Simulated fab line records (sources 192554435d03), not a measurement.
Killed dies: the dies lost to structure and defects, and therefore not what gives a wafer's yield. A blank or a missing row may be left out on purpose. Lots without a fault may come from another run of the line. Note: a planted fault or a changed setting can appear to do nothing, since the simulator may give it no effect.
Matching of chambers -- flow n5 finfet -- 3 sister chambers for N5_BEOL_M1_DEP_57 on pecvd-04
The step deposits SiCN from 3MS/NH3, target thk 8 nm, time 14 s. 3 wafers are shown with their chamber, then 9 later ones without.

## WAFERS PAIRED WITH THEIR CHAMBERS
wafer,chamber,throttle valve pct (%)
L088.2,0,9.5
L088.3,2,8.5
L088.5,1,8.6

## WAFERS MISSING THEIR CHAMBER
wafer,throttle valve pct (%)
L087.2,8.4
L087.3,9.6
L087.5,8.9
L094.2,8.6
L094.5,9.6
L094.6,8.9
L095.1,9.0
L095.2,8.8
L095.4,9.2

## CHAMBER TAKEN BY EACH
wafer,from the rows above,in truth
L087.2,can't be placed: 2 or 1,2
L087.3,0,0
L087.5,can't be placed: 1 or 2 or 0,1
L094.2,can't be placed: 1 or 2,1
L094.5,0,0
L094.6,can't be placed: 1 or 2 or 0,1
L095.1,can't be placed: 1 or 0 or 2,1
L095.2,can't be placed: 1 or 2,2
L095.4,can't be placed: 0 or 1 or 2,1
Placed correctly: 2 of 9. Not placeable from these rows: 7 (in 7, the candidates include the true chamber). Placed wrongly: 0.
How it was worked out, from the rows above alone: a wafer's distance from a chamber is the root of the sum, over the readings, of the square of ((its reading less the chamber's mean) divided by the reading's scatter). If the next closest chamber is less than 2 further off than the closest, the wafer can't be placed; otherwise it belongs to the closest. A chamber's mean is the mean of its shown wafers. The scatter: with one shown wafer a chamber, the root of the mean of the squares of how far each hidden wafer lies from its nearest shown one.
